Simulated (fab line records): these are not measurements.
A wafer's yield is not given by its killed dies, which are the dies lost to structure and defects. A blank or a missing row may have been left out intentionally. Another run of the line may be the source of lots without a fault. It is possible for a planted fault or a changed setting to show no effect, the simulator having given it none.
Which tool was responsible? + flow nand_harc + 8 lots with 24 wafers sampled at 9 steps, on a route of 1302 steps

## WHAT EACH GAUGE READ, for each wafer
NHARC_A_ONON_D1_THK_MEAS_02: measures by ellipsometry. Usual: 1001 nm for thk_nm, sd 8.3.
| lot  | measured     | on            | thk_nm (nm)    | flag |
|------|--------------|---------------|----------------|------|
| L364 | day 8 00:18  | film_metro-01 | 996 997 996    |      |
| L365 | day 8 16:59  | film_metro-01 | 1004 1001 1001 |      |
| L368 | day 9 19:10  | film_metro-02 | 983 983 983    |      |
| L375 | day 12 11:02 | film_metro-01 | 999 1003 999   |      |
| L377 | day 13 21:08 | film_metro-02 | 994 994 994    |      |
| L383 | day 16 02:11 | film_metro-01 | 1015 1013 1016 |      |
| L385 | day 17 00:01 | film_metro-01 | 1000 1000 999  |      |
| L384 | day 17 00:04 | film_metro-01 | 1005 1006 1004 |      |

NHARC_A_CHANNEL_HOLE_D1_CD_MEAS_10 targets a cd of 100 nm. Usual: 99.9 nm for cd_nm, sd 0.72.
| lot  | measured     | on        | cd_nm (nm)        | flag |
|------|--------------|-----------|-------------------|------|
| L364 | day 8 17:17  | cd_sem-03 | 99.9 99.5 99.7    |      |
| L365 | day 9 09:09  | cd_sem-02 | 99.3 98.6 99.3    |      |
| L368 | day 10 12:43 | cd_sem-03 | 99.8 98.5 99.4    |      |
| L375 | day 13 05:08 | cd_sem-03 | 108.0 109.0 108.8 | OFF  |
| L377 | day 14 13:14 | cd_sem-01 | 106.5 105.8 106.8 | OFF  |
| L383 | day 16 20:07 | cd_sem-03 | 100.1 99.1 100.5  |      |
| L385 | day 17 17:07 | cd_sem-03 | 98.2 97.8 98.6    |      |
| L384 | day 17 18:23 | cd_sem-02 | 99.4 99.4 99.9    |      |

NHARC_A_CHANNEL_HOLE_D1_CD_MEAS_30. Usual: 89.7 nm for cd_nm, sd 1.7.
| lot  | measured     | on        | cd_nm (nm)        | flag |
|------|--------------|-----------|-------------------|------|
| L364 | day 9 03:58  | cd_sem-02 | 87.2 89.2 87.0    |      |
| L365 | day 9 18:31  | cd_sem-03 | 90.1 88.1 90.5    |      |
| L368 | day 10 21:25 | cd_sem-03 | 88.4 87.4 88.9    |      |
| L375 | day 13 12:10 | cd_sem-03 | 101.4 100.2 102.2 | OFF  |
| L377 | day 14 21:31 | cd_sem-02 | 93.5 96.6 95.9    | OFF  |
| L383 | day 17 03:00 | cd_sem-01 | 88.4 88.1 89.5    |      |
| L385 | day 17 23:59 | cd_sem-02 | 88.1 86.8 85.9    |      |
| L384 | day 18 08:19 | cd_sem-03 | 91.4 88.7 90.1    |      |

NHARC_END_WLT_00. Usual: VT_DECK1_BOTTOM 0.870, standard deviation 0.0079; VT_DECK1_BOTTOM_INNER 0.870, standard deviation 0.0077; VT_DECK1_MEDIAN_NEAR_BOTTOM 0.872, standard deviation 0.0076; VT_DECK1_MEDIAN_NEAR_BOTTOM_INNER 0.871, standard deviation 0.0073; VT_DECK1_MIDDLE 0.884, standard deviation 0.0076; VT_DECK1_MIDDLE_INNER 0.884, standard deviation 0.0062; VT_DECK1_TOP 0.896, standard deviation 0.007; VT_DECK1_TOP_INNER 0.896, standard deviation 0.0063; VT_DECK2_BOTTOM 0.867, standard deviation 0.0083; VT_DECK2_BOTTOM_INNER 0.867, standard deviation 0.0082; VT_DECK2_MEDIAN_NEAR_BOTTOM 0.869, standard deviation 0.0081; VT_DECK2_MEDIAN_NEAR_BOTTOM_INNER 0.869, standard deviation 0.0084; VT_DECK2_MIDDLE 0.882, standard deviation 0.0076; VT_DECK2_MIDDLE_INNER 0.881, standard deviation 0.0073; VT_DECK2_TOP 0.894, standard deviation 0.0068; VT_DECK2_TOP_INNER 0.893, standard deviation 0.0068.
| lot  | measured     | on        | VT_DECK1_BOTTOM   | VT_DECK1_BOTTOM_INNER | VT_DECK1_MEDIAN_NEAR_BOTTOM | VT_DECK1_MEDIAN_NEAR_BOTTOM_INNER | VT_DECK1_MIDDLE   | VT_DECK1_MIDDLE_INNER | VT_DECK1_TOP      | VT_DECK1_TOP_INNER | VT_DECK2_BOTTOM   | VT_DECK2_BOTTOM_INNER | VT_DECK2_MEDIAN_NEAR_BOTTOM | VT_DECK2_MEDIAN_NEAR_BOTTOM_INNER | VT_DECK2_MIDDLE   | VT_DECK2_MIDDLE_INNER | VT_DECK2_TOP      | VT_DECK2_TOP_INNER | flag |
|------|--------------|-----------|-------------------|-----------------------|-----------------------------|-----------------------------------|-------------------|-----------------------|-------------------|--------------------|-------------------|-----------------------|-----------------------------|-----------------------------------|-------------------|-----------------------|-------------------|--------------------|------|
| L364 | day 25 01:50 | prober-01 | 0.870 0.870 0.864 | 0.862 0.869 0.864     | 0.861 0.880 0.867           | 0.868 0.872 0.864                 | 0.886 0.885 0.873 | 0.883 0.886 0.888     | 0.891 0.899 0.900 | 0.898 0.898 0.895  | 0.867 0.865 0.867 | 0.862 0.866 0.860     | 0.864 0.864 0.864           | 0.862 0.865 0.864                 | 0.875 0.873 0.881 | 0.880 0.870 0.878     | 0.884 0.889 0.897 | 0.889 0.883 0.885  |      |
| L365 | day 26 00:19 | prober-02 | 0.861 0.867 0.878 | 0.868 0.868 0.873     | 0.877 0.870 0.877           | 0.867 0.877 0.875                 | 0.886 0.884 0.881 | 0.886 0.885 0.898     | 0.901 0.895 0.890 | 0.897 0.896 0.900  | 0.860 0.869 0.881 | 0.868 0.872 0.875     | 0.870 0.874 0.868           | 0.869 0.876 0.869                 | 0.895 0.884 0.883 | 0.885 0.876 0.892     | 0.901 0.885 0.894 | 0.894 0.888 0.893  |      |
| L368 | day 25 15:38 | prober-02 | 0.874 0.869 0.875 | 0.870 0.870 0.879     | 0.874 0.875 0.876           | 0.870 0.875 0.872                 | 0.887 0.898 0.893 | 0.890 0.887 0.887     | 0.908 0.901 0.899 | 0.905 0.899 0.904  | 0.857 0.863 0.869 | 0.860 0.869 0.868     | 0.868 0.868 0.866           | 0.862 0.862 0.872                 | 0.874 0.889 0.877 | 0.876 0.875 0.888     | 0.888 0.892 0.896 | 0.884 0.893 0.891  |      |
| L375 | day 28 16:50 | prober-01 | 0.897 0.902 0.911 | 0.894 0.893 0.907     | 0.902 0.904 0.903           | 0.907 0.901 0.907                 | 0.909 0.902 0.912 | 0.909 0.907 0.910     | 0.920 0.917 0.922 | 0.913 0.922 0.917  | 0.863 0.873 0.858 | 0.862 0.866 0.855     | 0.871 0.864 0.858           | 0.864 0.867 0.862                 | 0.877 0.878 0.880 | 0.893 0.883 0.881     | 0.898 0.898 0.898 | 0.895 0.887 0.889  | OFF  |
| L377 | day 29 19:45 | prober-01 | 0.884 0.882 0.893 | 0.883 0.887 0.883     | 0.881 0.894 0.890           | 0.887 0.892 0.885                 | 0.900 0.899 0.905 | 0.899 0.898 0.895     | 0.914 0.915 0.911 | 0.911 0.907 0.907  | 0.858 0.860 0.865 | 0.859 0.855 0.860     | 0.866 0.862 0.857           | 0.857 0.859 0.865                 | 0.874 0.880 0.875 | 0.874 0.883 0.877     | 0.900 0.895 0.890 | 0.896 0.892 0.888  |      |
| L383 | day 32 14:48 | prober-01 | 0.858 0.862 0.861 | 0.869 0.853 0.860     | 0.874 0.866 0.868           | 0.860 0.857 0.866                 | 0.886 0.880 0.881 | 0.879 0.876 0.880     | 0.896 0.890 0.895 | 0.881 0.889 0.900  | 0.872 0.877 0.866 | 0.866 0.879 0.868     | 0.871 0.884 0.877           | 0.872 0.874 0.874                 | 0.896 0.893 0.891 | 0.888 0.886 0.885     | 0.902 0.906 0.902 | 0.892 0.903 0.913  |      |
| L385 | day 33 09:45 | prober-02 | 0.863 0.856 0.863 | 0.867 0.855 0.852     | 0.864 0.865 0.858           | 0.869 0.867 0.863                 | 0.870 0.875 0.865 | 0.879 0.867 0.880     | 0.888 0.883 0.884 | 0.891 0.888 0.886  | 0.862 0.863 0.871 | 0.860 0.867 0.868     | 0.864 0.863 0.870           | 0.863 0.875 0.874                 | 0.873 0.883 0.877 | 0.887 0.870 0.875     | 0.889 0.888 0.890 | 0.895 0.883 0.891  |      |
| L384 | day 33 09:44 | prober-01 | 0.874 0.861 0.858 | 0.873 0.867 0.877     | 0.880 0.861 0.864           | 0.874 0.869 0.870                 | 0.880 0.882 0.878 | 0.885 0.884 0.889     | 0.897 0.888 0.893 | 0.900 0.895 0.895  | 0.875 0.873 0.872 | 0.874 0.879 0.862     | 0.882 0.869 0.869           | 0.879 0.880 0.874                 | 0.895 0.882 0.886 | 0.888 0.888 0.882     | 0.895 0.895 0.912 | 0.900 0.902 0.899  |      |

NHARC_END_SORT_01. Usual: killed_at_array 52, standard deviation 16; killed_at_other 0.8, standard deviation 0.98; killed_at_periphery 4.2, standard deviation 2.9; killed_dies 57, standard deviation 16; killed_open 3.3, standard deviation 1.9; killed_short 2.5, standard deviation 1.5.
| lot  | measured     | on        | killed_at_array | killed_at_other | killed_at_periphery | killed_dies | killed_open | killed_short | flag |
|------|--------------|-----------|-----------------|-----------------|---------------------|-------------|-------------|--------------|------|
| L375 | day 28 19:52 | prober-01 | 38              | 1               | 5                   | 44          | 6           | 4            |      |
| L377 | day 30 02:13 | prober-01 | 42              | 0               | 4                   | 46          | 4           | 0            |      |

## TOOL THAT RAN EACH LOT (tool first, then ch and the chambers of the sampled wafers, then the start)
| lot  | NHARC_A_CHANNEL_HOLE_D1_PEB_08    | NHARC_A_CHANNEL_HOLE_D1_ETCH_38    | NHARC_A_CHANNEL_HOLE_D1_ETCH_21  | NHARC_A_CHANNEL_HOLE_D1_XSEM_31 |
|------|-----------------------------------|------------------------------------|----------------------------------|---------------------------------|
| L364 | litho_track-04 ch 0, day 8 17:13  | rie_diel-09 ch 1,2, day 8 17:34    | har_etch-02 ch 0,1, day 8 22:59  | xsem-01 ch 0, day 9 04:04       |
| L365 | litho_track-06 ch 0, day 9 09:04  | rie_diel-09 ch 0,3, day 9 11:46    | har_etch-02 ch 0,1, day 9 13:26  | xsem-01 ch 0, day 9 18:36       |
| L368 | litho_track-04 ch 0, day 10 12:38 | rie_diel-09 ch 0,2,3, day 10 13:01 | har_etch-02 ch 0,1, day 10 16:11 | xsem-02 ch 0, day 10 21:31      |
| L375 | litho_track-04 ch 0, day 13 05:04 | rie_diel-09 ch 1,2,3, day 13 05:26 | har_etch-02 ch 0,1, day 13 06:57 | xsem-02 ch 0, day 13 12:15      |
| L377 | litho_track-04 ch 0, day 14 13:10 | rie_diel-10 ch 0,1,3, day 14 13:35 | har_etch-02 ch 0,1, day 14 16:28 | xsem-02 ch 0, day 14 21:36      |
| L383 | litho_track-01 ch 0, day 16 20:02 | rie_diel-09 ch 0,2, day 16 20:23   | har_etch-01 ch 0,1, day 16 21:53 | xsem-02 ch 0, day 17 03:05      |
| L385 | litho_track-06 ch 0, day 17 17:02 | rie_diel-09 ch 1,2,3, day 17 17:23 | har_etch-02 ch 0,1, day 17 18:55 | xsem-02 ch 0, day 18 00:05      |
| L384 | litho_track-06 ch 0, day 17 18:19 | rie_diel-10 ch 0,1,2, day 17 18:41 | har_etch-02 ch 0,1, day 18 03:17 | xsem-01 ch 0, day 18 08:24      |
- NHARC_A_CHANNEL_HOLE_D1_PEB_08: peb time 65 s.
- NHARC_A_CHANNEL_HOLE_D1_ETCH_38: etches the open film in CF4, target depth 39 nm, time 65 s.
- NHARC_A_CHANNEL_HOLE_D1_ETCH_21: etches the open film in C4F8/O2/Ar, time 514.3 s, target depth 1600 nm.
- NHARC_A_CHANNEL_HOLE_D1_XSEM_31

## WHAT THE TOOLS THEMSELVES READ (means of the sampled wafers that have a number; where no wafer has one, the mark that the record gives instead)
NHARC_A_CHANNEL_HOLE_D1_PEB_08. Usual: exhaust_pa 45.0 Pa, standard deviation 0.97; heater_power_total_W 156.7 W, standard deviation 0.41; plate_temp_C 99.99 C, standard deviation 0.12.
| lot  | tool           | exhaust_pa (Pa) | heater_power_total_W (W) | plate_temp_C (C) | flag |
|------|----------------|-----------------|--------------------------|------------------|------|
| L364 | litho_track-04 | 46.2            | 156.8                    | 100.02           |      |
| L365 | litho_track-06 | 45.5            | 156.5                    | 100.09           |      |
| L368 | litho_track-04 | 45.3            | 157.0                    | 100.06           |      |
| L375 | litho_track-04 | 46.8            | 163.1                    | 103.01           | OFF  |
| L377 | litho_track-04 | 44.8            | 163.1                    | 103.01           | OFF  |
| L383 | litho_track-01 | 44.5            | 156.4                    | 99.95            |      |
| L385 | litho_track-06 | 43.8            | 156.8                    | 100.01           |      |
| L384 | litho_track-06 | 44.8            | 156.6                    | 100.03           |      |

NHARC_A_CHANNEL_HOLE_D1_ETCH_38. Usual: drypump_motor_current_A 5.4 A, standard deviation 0.47; oes_product_au 1.003 a.u., standard deviation 0.015; rf_vpp_V 151.4 V, standard deviation 1.3; showerhead_plenum_p_Torr 1.78 Torr, standard deviation 0.077; throttle_valve_pct 13.284 %, standard deviation 0.0089.
| lot  | tool        | drypump_motor_current_A (A) | oes_product_au (a.u.) | rf_vpp_V (V) | showerhead_plenum_p_Torr (Torr) | throttle_valve_pct (%) | flag |
|------|-------------|-----------------------------|-----------------------|--------------|---------------------------------|------------------------|------|
| L364 | rie_diel-09 | 5.0                         | 0.997                 | 152.2        | 1.81                            | 13.287                 |      |
| L365 | rie_diel-09 | 5.4                         | 1.017                 | 152.3        | 1.83                            | 13.294                 |      |
| L368 | rie_diel-09 | 5.4                         | 1.018                 | 151.0        | 1.76                            | 13.285                 |      |
| L375 | rie_diel-09 | 5.2                         | 1.000                 | 152.5        | 1.81                            | 13.285                 |      |
| L377 | rie_diel-10 | 5.5                         | 1.002                 | 152.0        | 1.75                            | 13.284                 |      |
| L383 | rie_diel-09 | 5.3                         | 1.005                 | 150.5        | 1.70                            | 13.284                 |      |
| L385 | rie_diel-09 | 5.2                         | 0.999                 | 151.5        | 1.81                            | 13.284                 |      |
| L384 | rie_diel-10 | 5.9                         | 0.999                 | 150.6        | 1.72                            | 13.285                 |      |

NHARC_A_CHANNEL_HOLE_D1_ETCH_21. Usual: drypump_motor_current_A 6.1 A, standard deviation 0.39; showerhead_plenum_p_Torr 3.66 Torr, standard deviation 0.14; temp_c -19.97 C, standard deviation 0.1; throttle_valve_pct 32.155 %, standard deviation 0.0087.
| lot  | tool        | drypump_motor_current_A (A) | showerhead_plenum_p_Torr (Torr) | temp_c (C) | throttle_valve_pct (%) | flag |
|------|-------------|-----------------------------|---------------------------------|------------|------------------------|------|
| L364 | har_etch-02 | 5.8                         | 3.65                            | -19.95     | 32.156                 |      |
| L365 | har_etch-02 | 5.8                         | 3.65                            | -19.87     | 32.153                 |      |
| L368 | har_etch-02 | 5.8                         | 3.64                            | -20.05     | 32.146                 |      |
| L375 | har_etch-02 | 5.8                         | 3.62                            | -19.93     | 32.153                 |      |
| L377 | har_etch-02 | 5.8                         | 3.80                            | -20.00     | 32.150                 |      |
| L383 | har_etch-01 | 6.5                         | 3.62                            | -19.94     | 32.155                 |      |
| L385 | har_etch-02 | 5.9                         | 3.78                            | -19.89     | 32.155                 |      |
| L384 | har_etch-02 | 5.8                         | 3.77                            | -19.90     | 32.150                 |      |

NHARC_A_CHANNEL_HOLE_D1_XSEM_31. Usual: bot_cd_nm 74.2 nm, standard deviation 1.7; bow_nm 8.69 nm, standard deviation 0.3; tilt_deg 0.07 degrees, standard deviation 0.049.
| lot  | tool    | bot_cd_nm (nm) | bow_nm (nm) | tilt_deg (degrees) | flag |
|------|---------|----------------|-------------|--------------------|------|
| L364 | xsem-01 | 73.2           | 8.38        | 0.01               |      |
| L365 | xsem-01 | 73.6           | 9.06        | 0.00               |      |
| L368 | xsem-02 | 73.5           | 8.55        | 0.03               |      |
| L375 | xsem-02 | 86.6           | 8.34        | 0.06               | OFF  |
| L377 | xsem-02 | 79.8           | 9.09        | 0.05               | OFF  |
| L383 | xsem-02 | 73.8           | 8.91        | -0.00              |      |
| L385 | xsem-02 | 72.7           | 8.90        | 0.16               |      |
| L384 | xsem-01 | 74.8           | 8.50        | 0.11               |      |

## THE ANSWER, worked out from the rows above alone
Rule: a lot counts as off when the mean over its wafers that have a number is more than 3 standard deviations away from the usual mean. Also off: a lot with no number at a reading for which 4 or more lots have one. The other lots that the step has rows for count as sound. Order of review: gauges by route order, followed by the tools' own readings, for which a lot's mean as printed above is used. The first step at which some lot is off is used, and at that step the reading that is off furthest; a lot without a number counts as furthest.
Off: L375, L377, at NHARC_A_CHANNEL_HOLE_D1_CD_MEAS_10 (cd_nm).
If a tool, at a process step before that reading, ran all the lots that are off and no sound lot after the first of them, it fits. Not tried: the gauges at NHARC_A_CHANNEL_HOLE_D1_CD_MEAS_10; whatever is off there is also off at NHARC_A_CHANNEL_HOLE_D1_PEB_08, on other tools, and gauge error can't account for it. One candidate fits, namely litho_track-04 at NHARC_A_CHANNEL_HOLE_D1_PEB_08. A fault onset in the window from L368 (day 10 12:38, its last sound lot) to L375 (day 13 05:04, its first lot off) fits.
The tool's own readings at NHARC_A_CHANNEL_HOLE_D1_PEB_08 bear it out: on the lots that are off they differ by more than 5 times the standard deviation of the sound lots' means. heater_power_total_W reads 163.1 W there against 156.7 W on the sound lots; plate_temp_C reads 103.01 C there against 100.03 C on the sound lots.

## WHAT HAD BEEN PUT IN BY THE SIMULATOR
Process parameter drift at NHARC_A_CHANNEL_HOLE_D1_PEB_08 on litho_track-04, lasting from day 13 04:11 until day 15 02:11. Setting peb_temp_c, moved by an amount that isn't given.
Lots struck among those shown: L375, L377. Same finding as the rule above.
